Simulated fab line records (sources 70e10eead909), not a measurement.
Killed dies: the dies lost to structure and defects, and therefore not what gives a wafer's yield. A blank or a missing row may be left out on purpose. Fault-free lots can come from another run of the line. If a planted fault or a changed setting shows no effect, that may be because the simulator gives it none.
fab line records -- flow nand-harc
record lots=24, wafers=72, last-day=33
route steps=1302 shown A_STAIRCASE@669
lots with no fault: from the same line, run without faults
start-h: hours from the record's first day to the start of the lot's first wafer shown -- wait-h: how many hours have passed since the lot's step before this one -- " as in the row above -- L1.1+2: several wafers, shown together as one row -- - no value, or no start was given -- * or withheld: withheld -- < > ~ a bound
route shown NAME@n: names a module that has steps shown in the file, with the first one's number in the route -- usual: mean and standard deviation over wafers with no fault -- same: alike in all rows -- chamber/n: place in a boat -- sites: the reading at each site -- _std_site: standard deviation of those values -- _edge_site: inner sites' mean taken away from outer sites' mean -- radius-mm: how far each site lies from the wafer's centre -- mask NAME#n: copy n -- behind: the tool/chamber that last shaped the wafer -- hold: why the lot went on hold/how many hours it stayed there/how the hold came to an end -- device: whichever transistor did not switch (one of n, p or np) -- end of line: at the end of the route, the tests of the same wafers -- a step given without rows: its recipe and nothing more -- killed: count of dies lost to structure and defects at first sort (not the wafer's yield) -- map: dies across one wafer; x = killed, . = not, _ = none there
set.NAME: the setting the step ran with; set.NAME@STEP: the setting that earlier step ran with -- model.NAME: the simulator's own value behind a step, which no gauge read
the route's steps for a sample of lots (tables are steps, rows are wafers)
services: the hour from which a tool's chamber was out of use, counted from the record's first day as start-h (under 0 if before that day), plus the number of hours and why
## steps
# step NHARC_A_STAIRCASE_ETCH_13
# recipe target-depth-a=1000, time-s=40.5, ion-energy-ev=400, c4f8-flow-sccm=20, o2-flow-sccm=10, ar-flow-sccm=withheld, rf-w=600, bias-w=1000, chemistry=C4F8/O2
# usual oes-product-au=0.938/0.014, rf-vpp-V=896/5.8
lot.wafer,tool,chamber,start-h,wait-h,oes-product-au,rf-hours-counter-h,rf-vpp-V
L074.2,rie-diel-07,1,-,-,0.951,20,888
L074.3,rie-diel-07,3,-,-,0.954,23,893
L074.5,rie-diel-07,0,-,-,0.930,-,890
L075.1,rie-diel-07,1,-,-,0.947,22,889
L075.4,rie-diel-07,0,-,-,0.925,22,889
L075.6,rie-diel-07,1,-,-,0.942,-,889
L077.2,rie-diel-06,1,-,-,0.935,25,895
L077.1,rie-diel-06,2,-,-,0.924,21,896
L077.5,rie-diel-06,1,-,-,0.930,-,895
L076.2,rie-diel-06,3,-,-,0.926,22,895
L076.5,rie-diel-06,3,-,-,0.929,-,896
L076.4,rie-diel-06,2,-,-,0.934,-,897
L078.2,rie-diel-11,2,-,-,0.964,50,905
L078.5,rie-diel-11,0,-,-,0.945,-,902
L078.6,rie-diel-11,1,-,-,0.946,-,888
L079.3,rie-diel-07,3,-,-,0.968,41,892
L079.4,rie-diel-07,0,-,-,0.953,38,891
L079.5,rie-diel-07,1,-,-,0.939,-,888
L081.2,rie-diel-11,3,-,-,0.945,16,894
L081.4,rie-diel-11,0,-,-,0.939,57,904
L081.5,rie-diel-11,3,-,-,0.942,-,894
L080.2,rie-diel-06,1,-,-,0.962,39,894
L080.3,rie-diel-06,3,-,-,0.936,43,894
L080.5,rie-diel-06,1,-,-,0.967,-,894
L082.2,rie-diel-11,1,-,-,0.928,0,906
L082.5,rie-diel-11,3,-,-,0.938,-,893
L082.6,rie-diel-11,0,-,-,0.924,-,903
L084.1,rie-diel-06,1,-,-,0.932,48,893
L084.3,rie-diel-06,3,-,-,0.932,54,895
L084.6,rie-diel-06,0,-,-,0.926,-,898
L083.1,rie-diel-11,3,-,-,0.938,5,893
L083.6,rie-diel-11,1,-,-,0.931,-,905
L083.4,rie-diel-11,0,-,-,0.929,-,904
L085.3,rie-diel-11,0,-,-,0.917,5,903
L085.4,rie-diel-11,3,-,-,0.924,-,893
L085.5,rie-diel-11,0,-,-,0.914,-,904
L086.4,rie-diel-07,2,-,-,0.963,0,903
L086.3,rie-diel-07,3,-,-,0.928,0,894
L086.6,rie-diel-07,3,-,-,0.932,-,892
L087.1,rie-diel-06,0,-,-,0.945,62,897
L087.2,rie-diel-06,2,-,-,0.905,54,896
L087.6,rie-diel-06,0,-,-,0.944,-,899
L089.2,rie-diel-11,0,-,-,0.916,14,903
L089.1,rie-diel-11,1,-,-,0.920,15,907
L089.5,rie-diel-11,3,-,-,0.941,-,892
L088.1,rie-diel-07,3,-,-,0.925,2,892
L088.4,rie-diel-07,0,-,-,0.934,2,889
L088.5,rie-diel-07,3,-,-,0.918,-,892
L090.4,rie-diel-07,0,-,-,0.947,9,888
L090.3,rie-diel-07,1,-,-,0.959,9,888
L090.1,rie-diel-07,3,-,-,0.940,11,892
L093.3,rie-diel-11,3,-,-,0.962,29,892
L093.2,rie-diel-11,0,-,-,0.955,28,902
L093.5,rie-diel-11,3,-,-,0.962,-,893
L091.2,rie-diel-11,2,-,-,0.934,24,905
L091.5,rie-diel-11,3,-,-,0.929,-,892
L091.6,rie-diel-11,0,-,-,0.922,-,903
L092.2,rie-diel-07,2,-,-,0.943,19,901
L092.3,rie-diel-07,3,-,-,0.927,20,892
L092.1,rie-diel-07,0,-,-,0.929,20,890
L094.4,rie-diel-07,2,-,-,0.940,23,902
L094.1,rie-diel-07,1,-,-,0.961,24,886
L094.5,rie-diel-07,3,-,-,0.943,-,892
L095.1,rie-diel-06,2,-,-,0.934,30,894
L095.5,rie-diel-06,0,-,-,0.935,-,897
L095.4,rie-diel-06,2,-,-,0.929,-,895
L096.1,rie-diel-07,2,-,-,0.941,30,903
L096.5,rie-diel-07,2,-,-,0.951,-,900
L096.6,rie-diel-07,3,-,-,0.933,-,892
L097.3,rie-diel-06,1,-,-,0.924,28,894
L097.1,rie-diel-06,2,-,-,0.916,36,895
L097.4,rie-diel-06,3,-,-,0.933,34,894
# step NHARC_A_STAIRCASE_ETCH_15
# recipe target-depth-a=1000, time-s=40.5, ion-energy-ev=400, c4f8-flow-sccm=20, o2-flow-sccm=10, ar-flow-sccm=withheld, rf-w=600, bias-w=1000, chemistry=C4F8/O2
# usual oes-product-au=0.940/0.011, rf-vpp-V=896/5.6
lot.wafer,tool,chamber,start-h,wait-h,oes-product-au,rf-hours-counter-h,rf-vpp-V
L074.3,rie-diel-07,3,-,-,0.950,23,895
L074.2,rie-diel-07,0,-,-,0.935,19,890
L074.5,rie-diel-07,0,-,-,0.937,-,890
L075.4,rie-diel-07,0,-,-,0.928,22,891
L075.1,rie-diel-07,2,-,-,0.930,27,901
L075.6,rie-diel-07,0,-,-,0.926,-,889
L077.2,rie-diel-06,1,-,-,0.950,25,893
L077.1,rie-diel-06,2,-,-,0.923,21,895
L077.5,rie-diel-06,3,-,-,0.929,-,896
L076.2,rie-diel-06,2,-,-,0.920,22,895
L076.5,rie-diel-06,1,-,-,0.941,-,894
L076.4,rie-diel-06,2,-,-,0.922,-,896
L078.2,rie-diel-11,0,-,-,0.942,49,904
L078.5,rie-diel-11,3,-,-,0.940,-,894
L078.6,rie-diel-11,0,-,-,0.943,-,904
L079.3,rie-diel-07,3,-,-,0.960,41,893
L079.4,rie-diel-07,1,-,-,0.955,38,887
L079.5,rie-diel-07,2,-,-,0.952,-,903
L081.2,rie-diel-11,0,-,-,0.948,57,903
L081.4,rie-diel-11,1,-,-,0.947,58,886
L081.5,rie-diel-11,0,-,-,0.941,-,903
L080.2,rie-diel-06,2,-,-,0.951,36,897
L080.3,rie-diel-06,1,-,-,0.946,39,894
L080.5,rie-diel-06,3,-,-,0.931,-,894
L082.2,rie-diel-11,0,-,-,0.923,1,905
L082.5,rie-diel-11,1,-,-,0.932,-,906
L082.6,rie-diel-11,3,-,-,0.938,-,892
L084.3,rie-diel-06,3,-,-,0.922,54,895
L084.1,rie-diel-06,1,-,-,0.948,48,894
L084.6,rie-diel-06,3,-,-,0.925,-,896
L083.1,rie-diel-11,1,-,-,0.932,5,905
L083.6,rie-diel-11,3,-,-,0.941,-,893
L083.4,rie-diel-11,0,-,-,0.926,-,904
L085.3,rie-diel-11,3,-,-,0.944,5,893
L085.4,rie-diel-11,3,-,-,0.945,-,894
L085.5,rie-diel-11,1,-,-,0.936,-,906
L086.4,rie-diel-07,1,-,-,0.955,0,888
L086.3,rie-diel-07,2,-,-,0.941,0,902
L086.6,rie-diel-07,2,-,-,0.944,-,902
L087.2,rie-diel-06,0,-,-,0.970,63,897
L087.1,rie-diel-06,1,-,-,0.932,57,893
L087.6,rie-diel-06,1,-,-,0.939,-,893
L089.2,rie-diel-11,2,-,-,0.932,8,905
L089.1,rie-diel-11,3,-,-,0.942,15,892
L089.5,rie-diel-11,2,-,-,0.934,-,903
L088.1,rie-diel-07,3,-,-,0.922,3,892
L088.4,rie-diel-07,0,-,-,0.940,3,890
L088.5,rie-diel-07,3,-,-,0.928,-,893
L090.3,rie-diel-07,2,-,-,0.939,11,901
L090.1,rie-diel-07,3,-,-,0.943,11,893
L090.4,rie-diel-07,0,-,-,0.942,9,890
L093.3,rie-diel-11,3,-,-,0.951,29,894
L093.2,rie-diel-11,1,-,-,0.958,30,907
L093.5,rie-diel-11,3,-,-,0.958,-,894
L092.1,rie-diel-07,3,-,-,0.926,20,892
L092.3,rie-diel-07,1,-,-,0.944,19,887
L092.2,rie-diel-07,2,-,-,0.948,19,900
L091.2,rie-diel-11,0,-,-,0.924,29,902
L091.6,rie-diel-11,3,-,-,0.931,-,893
L091.5,rie-diel-11,0,-,-,0.919,-,902
L094.1,rie-diel-07,1,-,-,0.958,24,886
L094.4,rie-diel-07,2,-,-,0.950,23,904
L094.5,rie-diel-07,3,-,-,0.947,-,892
L095.1,rie-diel-06,0,-,-,0.938,23,896
L095.4,rie-diel-06,0,-,-,0.941,-,897
L095.5,rie-diel-06,3,-,-,0.941,-,895
L096.1,rie-diel-07,1,-,-,0.949,34,887
L096.6,rie-diel-07,2,-,-,0.954,-,903
L096.5,rie-diel-07,3,-,-,0.945,-,891
L097.1,rie-diel-06,2,-,-,0.941,36,894
L097.4,rie-diel-06,0,-,-,0.933,27,897
L097.3,rie-diel-06,1,-,-,0.940,28,892
# step NHARC_A_STAIRCASE_ETCH_21
# recipe target-depth-a=1000, time-s=40.5, ion-energy-ev=400, c4f8-flow-sccm=20, o2-flow-sccm=10, ar-flow-sccm=withheld, rf-w=600, bias-w=1000, chemistry=C4F8/O2
# usual oes-product-au=0.948/0.017, rf-vpp-V=895/5.4
lot.wafer,tool,chamber,start-h,wait-h,oes-product-au,rf-hours-counter-h,rf-vpp-V
L074.2,rie-diel-07,3,-,-,0.942,23,894
L074.3,rie-diel-07,0,-,-,0.936,19,891
L074.5,rie-diel-07,3,-,-,0.946,-,894
L075.4,rie-diel-07,3,-,-,0.962,27,894
L075.1,rie-diel-07,2,-,-,0.935,28,903
L075.6,rie-diel-07,0,-,-,0.947,-,890
L077.2,rie-diel-07,3,-,-,0.990,28,895
L077.1,rie-diel-07,1,-,-,0.971,25,888
L077.5,rie-diel-07,2,-,-,0.966,-,902
L076.2,rie-diel-06,1,-,-,0.944,27,894
L076.4,rie-diel-06,2,-,-,0.919,-,896
L076.5,rie-diel-06,3,-,-,0.928,-,895
L078.2,rie-diel-11,2,-,-,0.945,51,905
L078.5,rie-diel-11,1,-,-,0.938,-,885
L078.6,rie-diel-11,2,-,-,0.936,-,904
L079.3,rie-diel-06,1,-,-,0.975,36,893
L079.4,rie-diel-06,0,-,-,0.966,34,897
L079.5,rie-diel-06,2,-,-,0.945,-,895
L081.4,rie-diel-07,1,-,-,0.929,42,890
L081.2,rie-diel-07,2,-,-,0.932,46,903
L081.5,rie-diel-07,2,-,-,0.929,-,904
L080.2,rie-diel-07,0,-,-,0.958,43,891
L080.3,rie-diel-07,1,-,-,0.986,42,887
L080.5,rie-diel-07,0,-,-,0.954,-,890
L082.2,rie-diel-11,0,-,-,0.926,1,903
L082.6,rie-diel-11,3,-,-,0.938,-,894
L082.5,rie-diel-11,1,-,-,0.935,-,906
L084.1,rie-diel-07,3,-,-,0.929,55,895
L084.3,rie-diel-07,0,-,-,0.903,51,889
L084.6,rie-diel-07,0,-,-,0.910,-,891
L083.1,rie-diel-11,3,-,-,0.934,6,893
L083.6,rie-diel-11,0,-,-,0.930,-,902
L083.4,rie-diel-11,1,-,-,0.939,-,907
L085.3,rie-diel-06,2,-,-,0.963,46,896
L085.4,rie-diel-06,3,-,-,0.952,56,896
L085.5,rie-diel-06,2,-,-,0.965,-,897
L086.3,rie-diel-07,2,-,-,0.937,1,903
L086.4,rie-diel-07,3,-,-,0.936,1,892
L086.6,rie-diel-07,2,-,-,0.944,-,903
L087.2,rie-diel-06,2,-,-,0.933,55,897
L087.1,rie-diel-06,0,-,-,0.947,63,898
L087.6,rie-diel-06,3,-,-,0.932,-,893
L089.1,rie-diel-11,2,-,-,0.960,8,905
L089.2,rie-diel-11,0,-,-,0.930,15,903
L089.5,rie-diel-11,1,-,-,0.947,-,906
L088.4,rie-diel-11,0,-,-,0.948,15,904
L088.1,rie-diel-11,3,-,-,0.969,15,893
L088.5,rie-diel-11,0,-,-,0.958,-,904
L090.1,rie-diel-06,0,-,-,0.934,4,897
L090.3,rie-diel-06,2,-,-,0.922,5,895
L090.4,rie-diel-06,3,-,-,0.937,5,894
L093.3,rie-diel-06,1,-,-,0.968,15,894
L093.2,rie-diel-06,2,-,-,0.957,19,896
L093.5,rie-diel-06,1,-,-,0.969,-,893
L092.2,rie-diel-07,0,-,-,0.968,21,890
L092.1,rie-diel-07,1,-,-,0.955,19,888
L092.3,rie-diel-07,2,-,-,0.946,19,904
L091.2,rie-diel-06,1,-,-,0.942,16,895
L091.5,rie-diel-06,1,-,-,0.949,-,894
L091.6,rie-diel-06,2,-,-,0.936,-,895
L094.1,rie-diel-06,0,-,-,0.955,17,897
L094.4,rie-diel-06,2,-,-,0.961,23,894
L094.5,rie-diel-06,0,-,-,0.949,-,896
L095.1,rie-diel-06,2,-,-,0.931,31,895
L095.5,rie-diel-06,3,-,-,0.943,-,892
L095.4,rie-diel-06,0,-,-,0.932,-,897
L096.1,rie-diel-07,1,-,-,0.958,34,888
L096.6,rie-diel-07,0,-,-,0.957,-,890
L096.5,rie-diel-07,1,-,-,0.944,-,888
L097.4,rie-diel-07,1,-,-,0.966,37,888
L097.1,rie-diel-07,2,-,-,0.958,34,900
L097.3,rie-diel-07,0,-,-,0.984,38,890
# step NHARC_A_STAIRCASE_ETCH_25
# recipe target-depth-a=1000, time-s=40.5, ion-energy-ev=400, c4f8-flow-sccm=20, o2-flow-sccm=10, ar-flow-sccm=withheld, rf-w=600, bias-w=1000, chemistry=C4F8/O2
# usual oes-product-au=0.939/0.012, rf-vpp-V=896/5.4
lot.wafer,tool,chamber,start-h,wait-h,oes-product-au,rf-hours-counter-h,rf-vpp-V
L074.2,rie-diel-07,1,-,-,0.954,20,889
L074.3,rie-diel-07,3,-,-,0.935,24,892
L074.5,rie-diel-07,2,-,-,0.939,-,903
L075.1,rie-diel-07,2,-,-,0.933,28,903
L075.4,rie-diel-07,0,-,-,0.934,23,891
L075.6,rie-diel-07,3,-,-,0.939,-,894
L077.2,rie-diel-07,2,-,-,0.932,29,904
L077.1,rie-diel-07,0,-,-,0.924,24,890
L077.5,rie-diel-07,2,-,-,0.933,-,903
L076.2,rie-diel-06,1,-,-,0.942,27,896
L076.4,rie-diel-06,1,-,-,0.942,-,896
L076.5,rie-diel-06,3,-,-,0.920,-,896
L078.2,rie-diel-11,0,-,-,0.913,51,904
L078.6,rie-diel-11,0,-,-,0.920,-,903
L078.5,rie-diel-11,1,-,-,0.940,-,885
L079.3,rie-diel-06,3,-,-,0.921,36,897
L079.4,rie-diel-06,1,-,-,0.926,37,894
L079.5,rie-diel-06,3,-,-,0.919,-,895
L081.2,rie-diel-07,2,-,-,0.944,46,902
L081.4,rie-diel-07,3,-,-,0.934,46,892
L081.5,rie-diel-07,2,-,-,0.950,-,902
L080.2,rie-diel-07,2,-,-,0.954,47,901
L080.3,rie-diel-07,1,-,-,0.969,43,888
L080.5,rie-diel-07,2,-,-,0.953,-,903
L082.2,rie-diel-11,0,-,-,0.930,2,904
L082.6,rie-diel-11,0,-,-,0.941,-,904
L082.5,rie-diel-11,3,-,-,0.945,-,892
L084.1,rie-diel-07,3,-,-,0.921,55,894
L084.3,rie-diel-07,1,-,-,0.948,56,887
L084.6,rie-diel-07,3,-,-,0.935,-,893
L083.1,rie-diel-11,3,-,-,0.931,6,893
L083.6,rie-diel-11,0,-,-,0.928,-,903
L083.4,rie-diel-11,3,-,-,0.941,-,893
L085.3,rie-diel-06,3,-,-,0.938,56,894
L085.4,rie-diel-06,1,-,-,0.936,49,894
L085.5,rie-diel-06,0,-,-,0.947,-,898
L086.4,rie-diel-07,0,-,-,0.950,1,892
L086.3,rie-diel-07,1,-,-,0.949,1,888
L086.6,rie-diel-07,0,-,-,0.938,-,890
L087.1,rie-diel-06,1,-,-,0.936,58,894
L087.2,rie-diel-06,3,-,-,0.932,66,894
L087.6,rie-diel-06,1,-,-,0.930,-,892
L089.1,rie-diel-11,0,-,-,0.943,16,903
L089.2,rie-diel-11,1,-,-,0.941,16,905
L089.5,rie-diel-11,3,-,-,0.951,-,893
L088.1,rie-diel-11,3,-,-,0.934,16,893
L088.4,rie-diel-11,1,-,-,0.949,16,906
L088.5,rie-diel-11,0,-,-,0.932,-,904
L090.3,rie-diel-06,2,-,-,0.937,5,895
L090.1,rie-diel-06,0,-,-,0.925,5,897
L090.4,rie-diel-06,1,-,-,0.929,5,893
L093.3,rie-diel-06,2,-,-,0.929,20,895
L093.2,rie-diel-06,3,-,-,0.932,17,894
L093.5,rie-diel-06,2,-,-,0.922,-,894
L092.3,rie-diel-07,0,-,-,0.966,21,889
L092.2,rie-diel-07,1,-,-,0.955,20,888
L092.1,rie-diel-07,2,-,-,0.938,19,904
L091.2,rie-diel-06,3,-,-,0.939,18,895
L091.6,rie-diel-06,2,-,-,0.948,-,894
L091.5,rie-diel-06,3,-,-,0.939,-,893
L094.1,rie-diel-06,3,-,-,0.945,21,894
L094.4,rie-diel-06,1,-,-,0.946,19,894
L094.5,rie-diel-06,2,-,-,0.944,-,895
L095.1,rie-diel-06,0,-,-,0.940,24,898
L095.5,rie-diel-06,3,-,-,0.939,-,894
L095.4,rie-diel-06,2,-,-,0.924,-,894
L096.1,rie-diel-07,0,-,-,0.958,35,889
L096.5,rie-diel-07,1,-,-,0.949,-,887
L096.6,rie-diel-07,2,-,-,0.951,-,902
L097.4,rie-diel-07,0,-,-,0.952,38,889
L097.1,rie-diel-07,2,-,-,0.965,34,902
L097.3,rie-diel-07,3,-,-,0.941,34,892
# step NHARC_A_STAIRCASE_TRIM_189
# recipe time-s=211.2, o2-flow-sccm=500, ar-flow-sccm=0, bias-w=0, chemistry=O2
# usual drypump-motor-current-A=6.0/0.42, oes-product-au=0.999/0.01, rf-vpp-V=57.7/0.95, showerhead-plenum-p-Torr=3.51/0.17, throttle-valve-pct=17.038/0.0096
lot.wafer,tool,chamber,start-h,wait-h,drypump-motor-current-A,oes-product-au,rf-hours-counter-h,rf-vpp-V,showerhead-plenum-p-Torr,throttle-valve-pct
L074.2,rie-diel-07,2,-,-,5.7,0.994,25,59.6,3.73,17.030
L074.3,rie-diel-07,3,-,-,5.6,1.004,24,59.2,3.45,17.047
L074.5,rie-diel-07,0,-,-,6.2,0.981,-,56.7,3.37,17.019
L075.1,rie-diel-11,2,-,-,5.5,1.001,38,57.8,3.78,17.052
L075.6,rie-diel-11,2,-,-,5.5,1.009,-,57.9,3.78,17.038
L075.4,rie-diel-11,0,-,-,6.2,0.994,-,57.9,3.75,17.028
L077.2,rie-diel-11,2,-,-,5.5,1.003,39,59.0,3.78,17.042
L077.1,rie-diel-11,0,-,-,6.3,0.982,40,58.0,3.74,17.047
L077.5,rie-diel-11,1,-,-,6.1,0.993,-,57.6,3.28,17.024
L076.4,rie-diel-06,3,-,-,6.0,0.987,25,57.0,3.51,17.025
L076.2,rie-diel-06,0,-,-,6.1,0.982,23,57.3,3.58,17.030
L076.5,rie-diel-06,3,-,-,6.0,0.983,-,58.9,3.51,17.050
L078.2,rie-diel-11,1,-,-,6.1,1.015,51,57.9,3.28,17.044
L078.5,rie-diel-11,3,-,-,5.9,0.987,-,57.8,3.46,17.042
L078.6,rie-diel-11,0,-,-,6.2,0.987,-,57.3,3.74,17.019
L079.3,rie-diel-07,3,-,-,5.7,0.998,43,58.4,3.44,17.048
L079.4,rie-diel-07,0,-,-,6.2,0.991,39,58.0,3.36,17.033
L079.5,rie-diel-07,1,-,-,6.7,1.003,-,57.7,3.32,17.052
L081.4,rie-diel-11,2,-,-,5.5,1.014,60,57.3,3.77,17.031
L081.2,rie-diel-11,1,-,-,6.1,1.006,59,58.0,3.27,17.020
L081.5,rie-diel-11,3,-,-,5.9,1.002,-,57.1,3.45,17.032
L080.3,rie-diel-06,0,-,-,6.0,1.001,42,57.6,3.57,17.041
L080.2,rie-diel-06,1,-,-,6.2,1.004,41,56.8,3.47,17.029
L080.5,rie-diel-06,3,-,-,6.0,0.988,-,57.8,3.50,17.054
L082.2,rie-diel-07,3,-,-,5.6,0.998,53,56.0,3.44,17.034
L082.6,rie-diel-07,0,-,-,6.2,0.979,-,55.0,3.36,17.040
L082.5,rie-diel-07,1,-,-,6.7,0.999,-,57.4,3.32,17.017
L084.3,rie-diel-07,0,-,-,6.2,0.975,53,59.3,3.36,17.039
L084.1,rie-diel-07,1,-,-,6.6,1.005,56,56.7,3.31,17.041
L084.6,rie-diel-07,0,-,-,6.2,0.984,-,56.4,3.36,17.015
L083.1,rie-diel-06,3,-,-,6.0,0.980,56,57.8,3.49,17.028
L083.4,rie-diel-06,0,-,-,6.1,0.997,53,57.0,3.56,17.034
L083.6,rie-diel-06,3,-,-,6.1,0.996,-,57.8,3.49,17.030
L085.3,rie-diel-07,3,-,-,5.6,1.000,56,56.9,3.44,17.044
L085.5,rie-diel-07,3,-,-,5.6,1.013,-,57.3,3.44,17.042
L085.4,rie-diel-07,1,-,-,6.7,1.021,-,57.2,3.31,17.037
L086.4,rie-diel-07,1,-,-,6.6,1.011,1,56.7,3.31,17.037
L086.3,rie-diel-07,2,-,-,5.7,1.009,1,57.4,3.71,17.035
L086.6,rie-diel-07,3,-,-,5.6,0.992,-,58.3,3.43,17.035
L087.2,rie-diel-07,2,-,-,5.7,1.004,2,58.6,3.71,17.031
L087.1,rie-diel-07,1,-,-,6.7,1.020,2,58.2,3.31,17.018
L087.6,rie-diel-07,2,-,-,5.7,1.001,-,58.3,3.71,17.053
L089.2,rie-diel-11,0,-,-,6.3,0.996,17,58.6,3.72,17.045
L089.1,rie-diel-11,1,-,-,6.1,1.009,17,58.9,3.80,17.033
L089.5,rie-diel-11,3,-,-,5.9,1.002,-,56.6,3.44,17.040
L088.1,rie-diel-11,0,-,-,6.2,0.991,17,57.5,3.72,17.059
L088.4,rie-diel-11,1,-,-,6.2,1.006,18,59.1,3.80,17.035
L088.5,rie-diel-11,0,-,-,6.2,0.991,-,58.1,3.72,17.043
L090.4,rie-diel-11,1,-,-,6.1,1.003,27,58.6,3.79,17.028
L090.3,rie-diel-11,2,-,-,5.5,1.002,20,57.8,3.76,17.028
L090.1,rie-diel-11,3,-,-,5.9,1.004,26,56.5,3.44,17.058
L093.2,rie-diel-06,3,-,-,6.1,0.996,18,56.4,3.48,17.038
L093.3,rie-diel-06,0,-,-,6.1,1.001,14,57.2,3.55,17.033
L093.5,rie-diel-06,1,-,-,6.2,0.990,-,56.1,3.45,17.035
L092.2,rie-diel-11,3,-,-,5.9,1.001,30,55.6,3.44,17.044
L092.1,rie-diel-11,1,-,-,6.1,1.011,32,58.8,3.79,17.039
L092.3,rie-diel-11,2,-,-,5.5,1.005,25,57.9,3.76,17.039
L091.2,rie-diel-07,3,-,-,5.7,0.986,21,58.1,3.42,17.051
L091.6,rie-diel-07,1,-,-,6.7,1.021,-,58.2,3.30,17.041
L091.5,rie-diel-07,2,-,-,5.7,1.006,-,57.7,3.70,17.045
L094.4,rie-diel-06,1,-,-,6.2,0.991,20,58.3,3.45,17.034
L094.1,rie-diel-06,2,-,-,5.0,0.986,24,58.4,3.50,17.023
L094.5,rie-diel-06,3,-,-,6.0,1.001,-,59.5,3.48,17.053
L095.4,rie-diel-06,3,-,-,6.0,0.998,29,58.3,3.47,17.044
L095.1,rie-diel-06,1,-,-,6.2,0.985,25,58.1,3.45,17.041
L095.5,rie-diel-06,3,-,-,6.0,1.002,-,57.2,3.47,17.044
L096.1,rie-diel-07,3,-,-,5.6,0.995,31,58.0,3.42,17.035
L096.6,rie-diel-07,0,-,-,6.2,1.015,-,57.4,3.33,17.053
L096.5,rie-diel-07,1,-,-,6.6,1.019,-,57.2,3.29,17.043
L097.1,rie-diel-07,1,-,-,6.7,1.020,37,59.1,3.29,17.016
L097.4,rie-diel-07,2,-,-,5.7,1.000,34,59.1,3.69,17.027
L097.3,rie-diel-07,3,-,-,5.6,1.000,34,59.2,3.41,17.029
# step NHARC_A_STAIRCASE_ETCH_190
# recipe target-depth-a=1000, time-s=40.5, ion-energy-ev=400, c4f8-flow-sccm=20, o2-flow-sccm=10, ar-flow-sccm=withheld, rf-w=600, bias-w=1000, chemistry=C4F8/O2
# usual oes-product-au=0.942/0.011, rf-vpp-V=895/6
lot.wafer,tool,chamber,start-h,wait-h,oes-product-au,rf-hours-counter-h,rf-vpp-V
L074.2,rie-diel-07,0,-,-,0.935,21,891
L074.3,rie-diel-07,3,-,-,0.951,24,894
L074.5,rie-diel-07,1,-,-,0.953,-,889
L075.1,rie-diel-11,0,-,-,0.934,39,902
L075.6,rie-diel-11,0,-,-,0.935,-,904
L075.4,rie-diel-11,2,-,-,0.940,-,905
L077.1,rie-diel-11,0,-,-,0.945,40,902
L077.2,rie-diel-11,1,-,-,0.952,39,887
L077.5,rie-diel-11,0,-,-,0.932,-,903
L076.4,rie-diel-06,0,-,-,0.954,23,897
L076.2,rie-diel-06,3,-,-,0.928,25,897
L076.5,rie-diel-06,0,-,-,0.944,-,898
L078.2,rie-diel-11,0,-,-,0.930,51,904
L078.6,rie-diel-11,2,-,-,0.945,-,905
L078.5,rie-diel-11,3,-,-,0.936,-,892
L079.3,rie-diel-07,2,-,-,0.931,44,903
L079.4,rie-diel-07,0,-,-,0.933,40,892
L079.5,rie-diel-07,1,-,-,0.945,-,889
L081.4,rie-diel-11,0,-,-,0.925,58,904
L081.2,rie-diel-11,2,-,-,0.959,61,904
L081.5,rie-diel-11,0,-,-,0.933,-,903
L080.3,rie-diel-06,2,-,-,0.944,37,895
L080.2,rie-diel-06,0,-,-,0.938,42,898
L080.5,rie-diel-06,3,-,-,0.948,-,896
L082.2,rie-diel-07,2,-,-,0.947,57,903
L082.6,rie-diel-07,3,-,-,0.954,-,893
L082.5,rie-diel-07,0,-,-,0.924,-,890
L084.3,rie-diel-07,1,-,-,0.946,57,887
L084.1,rie-diel-07,3,-,-,0.952,56,893
L084.6,rie-diel-07,1,-,-,0.948,-,888
L083.1,rie-diel-06,0,-,-,0.961,53,898
L083.4,rie-diel-06,1,-,-,0.957,49,893
L083.6,rie-diel-06,1,-,-,0.946,-,894
L085.3,rie-diel-07,0,-,-,0.921,53,890
L085.4,rie-diel-07,0,-,-,0.929,-,889
L085.5,rie-diel-07,1,-,-,0.951,-,889
L086.4,rie-diel-07,3,-,-,0.936,1,894
L086.3,rie-diel-07,2,-,-,0.948,1,902
L086.6,rie-diel-07,0,-,-,0.952,-,890
L087.1,rie-diel-07,1,-,-,0.949,2,887
L087.2,rie-diel-07,0,-,-,0.936,2,890
L087.6,rie-diel-07,1,-,-,0.947,-,887
L089.2,rie-diel-11,3,-,-,0.929,17,895
L089.1,rie-diel-11,0,-,-,0.928,17,904
L089.5,rie-diel-11,3,-,-,0.929,-,892
L088.4,rie-diel-11,3,-,-,0.932,17,894
L088.1,rie-diel-11,1,-,-,0.937,18,905
L088.5,rie-diel-11,3,-,-,0.937,-,892
L090.3,rie-diel-11,2,-,-,0.945,20,904
L090.1,rie-diel-11,3,-,-,0.952,26,893
L090.4,rie-diel-11,1,-,-,0.941,27,907
L093.2,rie-diel-06,0,-,-,0.962,14,896
L093.3,rie-diel-06,1,-,-,0.938,16,894
L093.5,rie-diel-06,3,-,-,0.946,-,894
L092.3,rie-diel-11,2,-,-,0.964,25,902
L092.2,rie-diel-11,0,-,-,0.929,30,903
L092.1,rie-diel-11,1,-,-,0.947,32,906
L091.2,rie-diel-07,1,-,-,0.948,21,888
L091.5,rie-diel-07,0,-,-,0.947,-,888
L091.6,rie-diel-07,1,-,-,0.946,-,889
L094.4,rie-diel-06,0,-,-,0.947,18,895
L094.1,rie-diel-06,2,-,-,0.956,24,895
L094.5,rie-diel-06,3,-,-,0.944,-,894
L095.4,rie-diel-06,2,-,-,0.936,32,896
L095.1,rie-diel-06,3,-,-,0.939,30,892
L095.5,rie-diel-06,2,-,-,0.943,-,896
L096.1,rie-diel-07,0,-,-,0.959,36,889
L096.6,rie-diel-07,3,-,-,0.937,-,892
L096.5,rie-diel-07,0,-,-,0.950,-,889
L097.3,rie-diel-07,1,-,-,0.948,37,886
L097.1,rie-diel-07,2,-,-,0.939,34,900
L097.4,rie-diel-07,0,-,-,0.946,38,889
## services
tool,chamber,start-h,hours,kind
rie-diel-11,0,336.03,2.9,repair
rie-diel-07,0,352.25,-,clean
rie-diel-07,1,352.25,-,clean
rie-diel-07,2,352.25,-,clean
rie-diel-07,3,352.25,-,clean
rie-diel-06,0,361.16,15.7,repair
rie-diel-07,0,379.52,-,clean
rie-diel-07,1,379.52,-,clean
rie-diel-07,2,379.52,-,clean
rie-diel-07,3,379.52,-,clean
rie-diel-11,0,392.78,2.9,repair
rie-diel-07,0,404.02,-,clean
rie-diel-07,1,404.02,-,clean
rie-diel-07,2,404.02,-,clean
rie-diel-07,3,404.02,-,clean
rie-diel-06,1,426.34,5.9,repair
rie-diel-06,2,426.38,3.7,repair
rie-diel-11,-,433.04,9.0,pm
rie-diel-07,-,471.25,9.0,pm
rie-diel-06,-,484.33,9.0,pm
rie-diel-11,-,521.51,1.2,repair
rie-diel-07,3,535.55,3.8,repair
rie-diel-06,1,570.09,5.1,repair
rie-diel-06,-,574.03,0.3,repair
## key
fault none
